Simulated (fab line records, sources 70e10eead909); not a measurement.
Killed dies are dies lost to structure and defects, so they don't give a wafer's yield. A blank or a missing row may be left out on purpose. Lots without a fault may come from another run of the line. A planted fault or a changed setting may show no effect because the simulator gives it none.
Chamber matching | flow nand_harc | NHARC_P_BONDPAD_CMP_19 on cmp-02: 3 sister chambers
The step polishes, t overpolish 30 s, cu recess touch 16 s, target thk 160.81 nm. 6 wafers are shown with their chamber, then 4 later ones without.

WAFERS WITH THEIR CHAMBER
wafer  | chamber | motor_current_A (A) | overpolish_run_s (s)
L082.2 | 3       | 11.8                | 29.996
L085.3 | 3       | 12.2                | 29.990
L090.1 | 1       | 11.7                | 30.013
L090.5 | 2       | 11.5                | 30.003
L092.1 | 1       | 11.9                | 29.994
L092.3 | 2       | 11.0                | 30.003

WAFERS WITHOUT THEIR CHAMBER
wafer  | motor_current_A (A) | overpolish_run_s (s)
L094.1 | 11.5                | 29.999
L094.2 | 11.5                | 30.003
L096.1 | 11.2                | 30.009
L096.6 | 11.3                | 30.011

WHICH CHAMBER EACH WENT THROUGH
wafer  | from the rows above          | in truth
L094.1 | can't be placed: 2 or 1 or 3 | 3
L094.2 | can't be placed: 2 or 1 or 3 | 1
L096.1 | can't be placed: 2 or 1      | 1
L096.6 | can't be placed: 2 or 1      | 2
Placed correctly: 0 of 4. Can't be placed from these rows: 4 (the true chamber is among the candidates in 4). Placed wrongly: 0.
How it was worked out, from the rows above alone: a wafer's distance from a chamber is the root of the sum, over the readings, of the square of ((its reading less the chamber's mean) divided by the reading's scatter). The wafer belongs to the nearest chamber; if the next one is less than 2 further off, it can't be placed. A chamber's mean is the mean of its shown wafers. The scatter: the root of (the sum of the squares of (reading less its chamber's mean) over the shown wafers, divided by (wafers less chambers)).
